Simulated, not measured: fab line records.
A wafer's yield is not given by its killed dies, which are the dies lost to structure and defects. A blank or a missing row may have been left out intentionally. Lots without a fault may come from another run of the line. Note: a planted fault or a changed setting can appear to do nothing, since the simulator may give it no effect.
Which tool did it? + flow nandHarc + 23 lots with 69 wafers sampled at 6 steps, on a route of 1302 steps

WHAT THE GAUGES READ, wafer by wafer
The record holds no reading of a measuring or inspecting step that can be judged against a usual standard deviation.

TOOL THAT RAN EACH LOT (tool first, then ch and the chambers of the sampled wafers, then the start)
| lot  | NHARC_A_STAIRCASE_TRIM_14                    | NHARC_A_STAIRCASE_TRIM_18                    | NHARC_A_STAIRCASE_TRIM_22                    | NHARC_A_STAIRCASE_DESCUM_186      | NHARC_A_STAIRCASE_ETCH_192    | NHARC_A_STAIRCASE_ETCH_201    |
|------|----------------------------------------------|----------------------------------------------|----------------------------------------------|-----------------------------------|-------------------------------|-------------------------------|
| L075 | rieDiel-08 ch 0,2, day 15 19:22 or earlier   | rieDiel-08 ch 0,1,2, day 15 19:22 or earlier | rieDiel-13 ch 0,1,2, day 15 19:22 or earlier | rieDiel-13 ch 1,2, day 15 19:22   | rieDiel-13 ch 0,1,2, no start | rieDiel-13 ch 0,1,2, no start |
| L074 | rieDiel-08 ch 0,1,3, day 15 21:48 or earlier | rieDiel-08 ch 1,2,3, day 15 21:48 or earlier | rieDiel-05 ch 1,2,3, day 15 21:48 or earlier | rieDiel-05 ch 2,3, day 15 21:48   | rieDiel-05 ch 0,1, no start   | rieDiel-05 ch 2,3, no start   |
| L077 | rieDiel-13 ch 0,1,2, day 16 20:05 or earlier | rieDiel-13 ch 1,2,3, day 16 20:05 or earlier | rieDiel-08 ch 0,1,2, day 16 20:05 or earlier | rieDiel-13 ch 0,1,3, day 16 20:05 | rieDiel-13 ch 0,1,2, no start | rieDiel-13 ch 0,1,2, no start |
| L076 | rieDiel-13 ch 1,2, day 16 20:23 or earlier   | rieDiel-13 ch 0,3, day 16 20:23 or earlier   | rieDiel-13 ch 0,3, day 16 20:23 or earlier   | rieDiel-08 ch 0,2, day 16 20:23   | rieDiel-08 ch 0,1,3, no start | rieDiel-08 ch 1,2,3, no start |
| L078 | rieDiel-13 ch 2,3, day 16 20:24 or earlier   | rieDiel-13 ch 0,1, day 16 20:24 or earlier   | rieDiel-08 ch 0,2, day 16 20:24 or earlier   | rieDiel-05 ch 1,3, day 16 20:24   | rieDiel-05 ch 0,1,2, no start | rieDiel-05 ch 1,2,3, no start |
| L079 | rieDiel-05 ch 0,2,3, day 18 01:26 or earlier | rieDiel-05 ch 0,1,3, day 18 01:26 or earlier | rieDiel-13 ch 1,2, day 18 01:26 or earlier   | rieDiel-13 ch 1,2,3, day 18 01:26 | rieDiel-13 ch 1,2,3, no start | rieDiel-08 ch 1,2,3, no start |
| L080 | rieDiel-08 ch 0,2,3, day 18 02:24 or earlier | rieDiel-08 ch 0,2,3, day 18 02:24 or earlier | rieDiel-13 ch 1,2,3, day 18 02:24 or earlier | rieDiel-13 ch 0,1,2, day 18 02:24 | rieDiel-13 ch 0,2,3, no start | rieDiel-13 ch 1,2,3, no start |
| L081 | rieDiel-05 ch 0,1,3, day 18 02:01 or earlier | rieDiel-05 ch 0,1,2, day 18 02:01 or earlier | rieDiel-08 ch 0,1,3, day 18 02:01 or earlier | rieDiel-08 ch 0,1,2, day 18 02:01 | rieDiel-08 ch 0,1,3, no start | rieDiel-08 ch 0,1,3, no start |
| L082 | rieDiel-05 ch 1,2,3, day 19 02:14 or earlier | rieDiel-05 ch 0,2,3, day 19 02:14 or earlier | rieDiel-08 ch 1,2,3, day 19 02:14 or earlier | rieDiel-05 ch 0,2,3, day 19 02:14 | rieDiel-05 ch 0,1, no start   | rieDiel-08 ch 0,2,3, no start |
| L083 | rieDiel-08 ch 1,2, day 19 07:20 or earlier   | rieDiel-08 ch 0,3, day 19 07:20 or earlier   | rieDiel-05 ch 0,1,3, day 19 07:20 or earlier | rieDiel-08 ch 1,2,3, day 19 07:20 | rieDiel-08 ch 0,2,3, no start | rieDiel-08 ch 0,1, no start   |
| L085 | rieDiel-05 ch 0,2,3, day 20 15:25 or earlier | rieDiel-05 ch 1,2,3, day 20 15:25 or earlier | rieDiel-05 ch 0,1, day 20 15:25 or earlier   | rieDiel-13 ch 1,2,3, day 20 15:25 | rieDiel-13 ch 1,2,3, no start | rieDiel-08 ch 1,3, no start   |
| L084 | rieDiel-05 ch 0,1,3, day 20 18:15 or earlier | rieDiel-05 ch 0,2,3, day 20 18:15 or earlier | rieDiel-05 ch 0,2,3, day 20 18:15 or earlier | rieDiel-08 ch 0,1,3, day 20 18:15 | rieDiel-08 ch 0,2,3, no start | rieDiel-08 ch 0,1,2, no start |
| L086 | rieDiel-13 ch 0,1,2, day 21 00:10 or earlier | rieDiel-13 ch 0,1, day 21 00:10 or earlier   | rieDiel-05 ch 1,2, day 21 00:10 or earlier   | rieDiel-08 ch 0,1,2, day 21 00:10 | rieDiel-08 ch 0,2,3, no start | rieDiel-08 ch 0,1, no start   |
| L087 | rieDiel-05 ch 1,2, day 21 20:33 or earlier   | rieDiel-05 ch 0,3, day 21 20:33 or earlier   | rieDiel-13 ch 0,1,3, day 21 20:33 or earlier | rieDiel-05 ch 1,2, day 21 20:33   | rieDiel-05 ch 0,3, no start   | rieDiel-05 ch 1,2,3, no start |
| L088 | rieDiel-08 ch 1,2, day 21 20:49 or earlier   | rieDiel-08 ch 0,2, day 21 20:49 or earlier   | rieDiel-08 ch 1,2,3, day 21 20:49 or earlier | rieDiel-08 ch 0,1,3, day 21 20:49 | rieDiel-08 ch 0,1,2, no start | rieDiel-13 ch 0,1,3, no start |
| L090 | rieDiel-05 ch 0,3, day 22 09:17 or earlier   | rieDiel-05 ch 0,1,3, day 22 09:17 or earlier | rieDiel-05 ch 0,1, day 22 09:17 or earlier   | rieDiel-13 ch 2,3, day 22 09:17   | rieDiel-13 ch 0,3, no start   | rieDiel-13 ch 1,2,3, no start |
| L089 | rieDiel-05 ch 0,2,3, day 22 09:34 or earlier | rieDiel-05 ch 0,2,3, day 22 09:34 or earlier | rieDiel-05 ch 0,1,3, day 22 09:34 or earlier | rieDiel-05 ch 1,2,3, day 22 09:34 | rieDiel-05 ch 0,2,3, no start | rieDiel-08 ch 1,2,3, no start |
| L092 | rieDiel-13 ch 0,1,3, day 23 18:51 or earlier | rieDiel-13 ch 0,1,3, day 23 18:51 or earlier | rieDiel-08 ch 0,2,3, day 23 18:51 or earlier | rieDiel-05 ch 0,2,3, day 23 18:51 | rieDiel-05 ch 1,2,3, no start | rieDiel-13 ch 0,1,3, no start |
| L093 | rieDiel-08 ch 1,2,3, day 24 06:51 or earlier | rieDiel-08 ch 1,3, day 24 06:51 or earlier   | rieDiel-13 ch 1,2,3, day 24 06:51 or earlier | rieDiel-05 ch 0,1,2, day 24 06:51 | rieDiel-05 ch 0,2, no start   | rieDiel-13 ch 1,2,3, no start |
| L095 | rieDiel-08 ch 0,2, day 24 18:48 or earlier   | rieDiel-08 ch 0,1, day 24 18:48 or earlier   | rieDiel-08 ch 1,3, day 24 18:48 or earlier   | rieDiel-05 ch 0,1,2, day 24 18:48 | rieDiel-05 ch 2,3, no start   | rieDiel-05 ch 0,1,3, no start |
| L094 | rieDiel-13 ch 1,2,3, day 24 19:04 or earlier | rieDiel-13 ch 0,2,3, day 24 19:04 or earlier | rieDiel-13 ch 0,2,3, day 24 19:04 or earlier | rieDiel-05 ch 0,1,2, day 24 19:04 | rieDiel-05 ch 0,1,3, no start | rieDiel-13 ch 1,2,3, no start |
| L096 | rieDiel-05 ch 0,1,2, day 25 02:38 or earlier | rieDiel-05 ch 1,2,3, day 25 02:38 or earlier | rieDiel-05 ch 0,2,3, day 25 02:38 or earlier | rieDiel-13 ch 0,2,3, day 25 02:38 | rieDiel-13 ch 1,2,3, no start | rieDiel-13 ch 0,1,3, no start |
| L097 | rieDiel-08 ch 0,2, day 25 15:07 or earlier   | rieDiel-08 ch 2,3, day 25 15:07 or earlier   | rieDiel-08 ch 0,1, day 25 15:07 or earlier   | rieDiel-08 ch 0,1, day 25 15:07   | rieDiel-08 ch 1,2,3, no start | rieDiel-13 ch 0,3, no start   |
- NHARC_A_STAIRCASE_TRIM_14: chemistry O2, time 211.2 s.
- NHARC_A_STAIRCASE_TRIM_18: chemistry O2, time 211.2 s.
- NHARC_A_STAIRCASE_TRIM_22: chemistry O2, time 211.2 s.
- NHARC_A_STAIRCASE_DESCUM_186: chemistry O2, time 3 s.
- NHARC_A_STAIRCASE_ETCH_192: etches the open film in C4F8/O2, target depth 100 nm, time 40.5 s.
- NHARC_A_STAIRCASE_ETCH_201: etches the open film in C4F8/O2, target depth 100 nm, time 40.5 s.

AS READ BY THE TOOLS THEMSELVES (means over the sampled wafers that have a number; for cases with no such wafer, the mark the record gives instead)
NHARC_A_STAIRCASE_TRIM_14.
| lot  | tool       | drypumpMotorCurrentA (A) | oesProductAu (a.u.) | rfVppV (V) | showerheadPlenumPTorr (Torr) | throttleValvePct (%) |
|------|------------|--------------------------|---------------------|------------|------------------------------|----------------------|
| L075 | rieDiel-08 | 5.9                      | 1.006               | 57.2       | 3.41                         | 17.041               |
| L074 | rieDiel-08 | 5.8                      | 1.009               | 57.6       | 3.60                         | 17.041               |
| L077 | rieDiel-13 | 6.0                      | 1.006               | 58.2       | 3.62                         | 17.034               |
| L076 | rieDiel-13 | 6.0                      | 1.004               | 57.9       | 3.76                         | 17.034               |
| L078 | rieDiel-13 | 5.8                      | 0.997               | 58.0       | 3.46                         | 17.043               |
| L079 | rieDiel-05 | 5.8                      | 1.008               | 57.3       | 3.40                         | 17.040               |
| L080 | rieDiel-08 | 5.7                      | 1.005               | 57.8       | 3.60                         | 17.032               |
| L081 | rieDiel-05 | 5.9                      | 1.000               | 57.7       | 3.51                         | 17.038               |
| L082 | rieDiel-05 | 6.0                      | 0.991               | 57.6       | 3.57                         | 17.043               |
| L083 | rieDiel-08 | 6.1                      | 1.006               | 58.4       | 3.79                         | 17.037               |
| L085 | rieDiel-05 | 5.8                      | 1.000               | 58.3       | 3.57                         | 17.034               |
| L084 | rieDiel-05 | 6.0                      | 0.995               | 58.2       | 3.68                         | 17.038               |
| L086 | rieDiel-13 | 6.0                      | 1.014               | 57.9       | 3.60                         | 17.029               |
| L087 | rieDiel-05 | 6.1                      | 0.989               | 58.1       | 3.65                         | 17.024               |
| L088 | rieDiel-08 | 6.1                      | 1.000               | 58.7       | 3.78                         | 17.032               |
| L090 | rieDiel-05 | 5.7                      | 1.002               | 58.3       | 3.69                         | 17.039               |
| L089 | rieDiel-05 | 5.8                      | 1.005               | 58.0       | 3.56                         | 17.039               |
| L092 | rieDiel-13 | 6.0                      | 1.000               | 57.7       | 3.44                         | 17.040               |
| L093 | rieDiel-08 | 5.8                      | 1.003               | 57.8       | 3.68                         | 17.033               |
| L095 | rieDiel-08 | 6.0                      | 1.001               | 57.6       | 3.67                         | 17.034               |
| L094 | rieDiel-13 | 6.1                      | 1.005               | 58.1       | 3.58                         | 17.049               |
| L096 | rieDiel-05 | 5.8                      | 1.007               | 58.7       | 3.64                         | 17.038               |
| L097 | rieDiel-08 | 5.9                      | 1.005               | 57.5       | 3.54                         | 17.046               |

NHARC_A_STAIRCASE_TRIM_18.
| lot  | tool       | drypumpMotorCurrentA (A) | oesProductAu (a.u.) | rfVppV (V) | showerheadPlenumPTorr (Torr) | throttleValvePct (%) |
|------|------------|--------------------------|---------------------|------------|------------------------------|----------------------|
| L075 | rieDiel-08 | 6.1                      | 0.996               | 58.3       | 3.51                         | 17.048               |
| L074 | rieDiel-08 | 5.8                      | 0.994               | 57.7       | 3.53                         | 17.046               |
| L077 | rieDiel-13 | 6.1                      | 1.007               | 58.0       | 3.61                         | 17.038               |
| L076 | rieDiel-13 | 5.8                      | 0.997               | 57.2       | 3.32                         | 17.036               |
| L078 | rieDiel-13 | 5.9                      | 1.007               | 57.6       | 3.47                         | 17.032               |
| L079 | rieDiel-05 | 5.9                      | 1.005               | 58.4       | 3.52                         | 17.039               |
| L080 | rieDiel-08 | 5.7                      | 1.000               | 58.7       | 3.60                         | 17.043               |
| L081 | rieDiel-05 | 5.8                      | 1.005               | 57.2       | 3.50                         | 17.031               |
| L082 | rieDiel-05 | 5.8                      | 1.007               | 57.8       | 3.58                         | 17.032               |
| L083 | rieDiel-08 | 5.4                      | 1.001               | 57.3       | 3.51                         | 17.032               |
| L085 | rieDiel-05 | 6.0                      | 0.991               | 58.2       | 3.56                         | 17.045               |
| L084 | rieDiel-05 | 5.8                      | 0.998               | 58.5       | 3.57                         | 17.034               |
| L086 | rieDiel-13 | 5.9                      | 1.004               | 57.5       | 3.46                         | 17.025               |
| L087 | rieDiel-05 | 5.8                      | 1.001               | 58.1       | 3.69                         | 17.032               |
| L088 | rieDiel-08 | 5.9                      | 1.003               | 58.9       | 3.68                         | 17.030               |
| L090 | rieDiel-05 | 5.9                      | 0.999               | 58.0       | 3.68                         | 17.033               |
| L089 | rieDiel-05 | 5.8                      | 1.000               | 57.5       | 3.57                         | 17.030               |
| L092 | rieDiel-13 | 6.0                      | 0.984               | 57.8       | 3.44                         | 17.033               |
| L093 | rieDiel-08 | 5.9                      | 1.006               | 57.9       | 3.67                         | 17.033               |
| L095 | rieDiel-08 | 6.2                      | 1.003               | 57.6       | 3.65                         | 17.041               |
| L094 | rieDiel-13 | 5.8                      | 0.992               | 58.3       | 3.45                         | 17.035               |
| L096 | rieDiel-05 | 6.0                      | 0.996               | 58.0       | 3.54                         | 17.038               |
| L097 | rieDiel-08 | 5.7                      | 0.997               | 58.2       | 3.68                         | 17.038               |

NHARC_A_STAIRCASE_TRIM_22.
| lot  | tool       | drypumpMotorCurrentA (A) | oesProductAu (a.u.) | rfVppV (V) | showerheadPlenumPTorr (Torr) | throttleValvePct (%) |
|------|------------|--------------------------|---------------------|------------|------------------------------|----------------------|
| L075 | rieDiel-13 | 6.0                      | 1.002               | 57.5       | 3.62                         | 17.038               |
| L074 | rieDiel-05 | 6.0                      | 1.008               | 58.0       | 3.58                         | 17.039               |
| L077 | rieDiel-08 | 6.1                      | 1.005               | 58.0       | 3.69                         | 17.041               |
| L076 | rieDiel-13 | 5.8                      | 1.004               | 57.3       | 3.32                         | 17.030               |
| L078 | rieDiel-08 | 6.0                      | 0.998               | 58.6       | 3.70                         | 17.041               |
| L079 | rieDiel-13 | 6.3                      | 1.008               | 58.1       | 3.74                         | 17.038               |
| L080 | rieDiel-13 | 6.1                      | 1.003               | 58.4       | 3.60                         | 17.036               |
| L081 | rieDiel-08 | 5.8                      | 1.000               | 57.5       | 3.59                         | 17.039               |
| L082 | rieDiel-08 | 5.8                      | 0.998               | 59.3       | 3.70                         | 17.040               |
| L083 | rieDiel-05 | 6.0                      | 1.002               | 57.2       | 3.69                         | 17.027               |
| L085 | rieDiel-05 | 6.0                      | 0.991               | 58.2       | 3.77                         | 17.039               |
| L084 | rieDiel-05 | 5.8                      | 1.001               | 57.7       | 3.57                         | 17.039               |
| L086 | rieDiel-05 | 6.1                      | 0.976               | 58.0       | 3.65                         | 17.041               |
| L087 | rieDiel-13 | 6.0                      | 1.003               | 57.4       | 3.45                         | 17.035               |
| L088 | rieDiel-08 | 5.8                      | 0.993               | 59.1       | 3.69                         | 17.038               |
| L090 | rieDiel-05 | 5.8                      | 0.993               | 58.0       | 3.78                         | 17.025               |
| L089 | rieDiel-05 | 6.0                      | 0.989               | 57.8       | 3.68                         | 17.031               |
| L092 | rieDiel-08 | 5.7                      | 1.001               | 57.9       | 3.58                         | 17.036               |
| L093 | rieDiel-13 | 6.1                      | 0.997               | 58.5       | 3.58                         | 17.032               |
| L095 | rieDiel-08 | 5.6                      | 1.000               | 57.7       | 3.59                         | 17.044               |
| L094 | rieDiel-13 | 5.7                      | 1.004               | 57.5       | 3.45                         | 17.032               |
| L096 | rieDiel-05 | 5.8                      | 1.001               | 58.1       | 3.55                         | 17.043               |
| L097 | rieDiel-08 | 6.2                      | 1.006               | 58.3       | 3.64                         | 17.037               |

NHARC_A_STAIRCASE_DESCUM_186.
| lot  | tool       | drypumpMotorCurrentA (A) | oesProductAu (a.u.) | rfVppV (V) | showerheadPlenumPTorr (Torr) | throttleValvePct (%) |
|------|------------|--------------------------|---------------------|------------|------------------------------|----------------------|
| L075 | rieDiel-13 | 6.0                      | 1.004               | 58.3       | 2.05                         | 11.302               |
| L074 | rieDiel-05 | 5.9                      | 1.008               | 58.7       | 1.88                         | 11.318               |
| L077 | rieDiel-13 | 6.0                      | 1.005               | 56.8       | 1.88                         | 11.310               |
| L076 | rieDiel-08 | 5.9                      | 1.013               | 57.8       | 1.95                         | 11.309               |
| L078 | rieDiel-05 | 6.1                      | 0.997               | 57.9       | 1.95                         | 11.309               |
| L079 | rieDiel-13 | 6.1                      | 1.008               | 58.1       | 1.96                         | 11.313               |
| L080 | rieDiel-13 | 6.0                      | 1.000               | 58.4       | 1.96                         | 11.315               |
| L081 | rieDiel-08 | 6.0                      | 1.002               | 57.9       | 2.00                         | 11.310               |
| L082 | rieDiel-05 | 5.8                      | 1.000               | 58.2       | 1.94                         | 11.301               |
| L083 | rieDiel-08 | 5.8                      | 1.000               | 57.9       | 2.01                         | 11.310               |
| L085 | rieDiel-13 | 6.1                      | 1.002               | 57.3       | 1.95                         | 11.311               |
| L084 | rieDiel-08 | 5.8                      | 0.992               | 57.8       | 1.94                         | 11.317               |
| L086 | rieDiel-08 | 6.1                      | 1.000               | 57.7       | 2.00                         | 11.316               |
| L087 | rieDiel-05 | 6.0                      | 0.987               | 58.4       | 1.98                         | 11.308               |
| L088 | rieDiel-08 | 5.8                      | 0.998               | 58.6       | 1.94                         | 11.310               |
| L090 | rieDiel-13 | 5.8                      | 1.006               | 57.1       | 1.87                         | 11.310               |
| L089 | rieDiel-05 | 6.0                      | 0.991               | 57.3       | 1.93                         | 11.312               |
| L092 | rieDiel-05 | 5.8                      | 1.009               | 57.5       | 1.93                         | 11.313               |
| L093 | rieDiel-05 | 5.9                      | 1.004               | 58.3       | 1.98                         | 11.307               |
| L095 | rieDiel-05 | 5.9                      | 1.006               | 58.1       | 1.98                         | 11.318               |
| L094 | rieDiel-05 | 5.9                      | 1.004               | 58.3       | 1.98                         | 11.309               |
| L096 | rieDiel-13 | 5.7                      | 1.003               | 56.7       | 1.86                         | 11.307               |
| L097 | rieDiel-08 | 6.0                      | 1.011               | 57.3       | 1.92                         | 11.302               |

NHARC_A_STAIRCASE_ETCH_192.
| lot  | tool       | oesProductAu (a.u.) | rfVppV (V) |
|------|------------|---------------------|------------|
| L075 | rieDiel-13 | 0.951               | 900        |
| L074 | rieDiel-05 | 0.936               | 900        |
| L077 | rieDiel-13 | 0.951               | 899        |
| L076 | rieDiel-08 | 0.949               | 898        |
| L078 | rieDiel-05 | 0.955               | 896        |
| L079 | rieDiel-13 | 0.948               | 899        |
| L080 | rieDiel-13 | 0.947               | 894        |
| L081 | rieDiel-08 | 0.941               | 898        |
| L082 | rieDiel-05 | 0.947               | 904        |
| L083 | rieDiel-08 | 0.939               | 899        |
| L085 | rieDiel-13 | 0.951               | 898        |
| L084 | rieDiel-08 | 0.960               | 898        |
| L086 | rieDiel-08 | 0.943               | 898        |
| L087 | rieDiel-05 | 0.956               | 898        |
| L088 | rieDiel-08 | 0.942               | 901        |
| L090 | rieDiel-13 | 0.944               | 888        |
| L089 | rieDiel-05 | 0.928               | 898        |
| L092 | rieDiel-05 | 0.941               | 896        |
| L093 | rieDiel-05 | 0.953               | 897        |
| L095 | rieDiel-05 | 0.926               | 892        |
| L094 | rieDiel-05 | 0.932               | 900        |
| L096 | rieDiel-13 | 0.950               | 897        |
| L097 | rieDiel-08 | 0.947               | 901        |

NHARC_A_STAIRCASE_ETCH_201.
| lot  | tool       | oesProductAu (a.u.) | rfVppV (V) |
|------|------------|---------------------|------------|
| L075 | rieDiel-13 | 0.933               | 899        |
| L074 | rieDiel-05 | 0.944               | 894        |
| L077 | rieDiel-13 | 0.953               | 898        |
| L076 | rieDiel-08 | 0.949               | 903        |
| L078 | rieDiel-05 | 0.941               | 898        |
| L079 | rieDiel-08 | 0.940               | 903        |
| L080 | rieDiel-13 | 0.945               | 898        |
| L081 | rieDiel-08 | 0.946               | 898        |
| L082 | rieDiel-08 | 0.936               | 899        |
| L083 | rieDiel-08 | 0.949               | 897        |
| L085 | rieDiel-08 | 0.951               | 899        |
| L084 | rieDiel-08 | 0.952               | 901        |
| L086 | rieDiel-08 | 0.941               | 896        |
| L087 | rieDiel-05 | 0.937               | 897        |
| L088 | rieDiel-13 | 0.947               | 892        |
| L090 | rieDiel-13 | 0.940               | 898        |
| L089 | rieDiel-08 | 0.948               | 901        |
| L092 | rieDiel-13 | 0.953               | 893        |
| L093 | rieDiel-13 | 0.951               | 898        |
| L095 | rieDiel-05 | 0.934               | 901        |
| L094 | rieDiel-13 | 0.960               | 898        |
| L096 | rieDiel-13 | 0.942               | 891        |
| L097 | rieDiel-13 | 0.943               | 888        |

THE ANSWER, worked out from the rows above alone
Rule: usual is defined by the lots themselves. The widest of any qualifying gaps counts: lots, ordered by their means at a reading, are off when they make up no more than a third of the lots, leave a main group of 4 or more, and stand apart from it by 3 or more times the standard deviation of that group's means. Not used: any main group whose means are identical at the precision the tables above print for the reading. Also off: a lot with no number at a reading for which 4 or more lots have one. The other lots that the step has rows for count as sound. The gauges are gone through in route order, then the tools' own readings, and for those a lot's mean is taken as printed above. At the first step where some lot is off, the reading lying furthest off is the one used; lots without a number count as furthest.
No lot is off at any reading shown: from this, nothing can be told.

WHAT THE SIMULATOR HAD PUT IN
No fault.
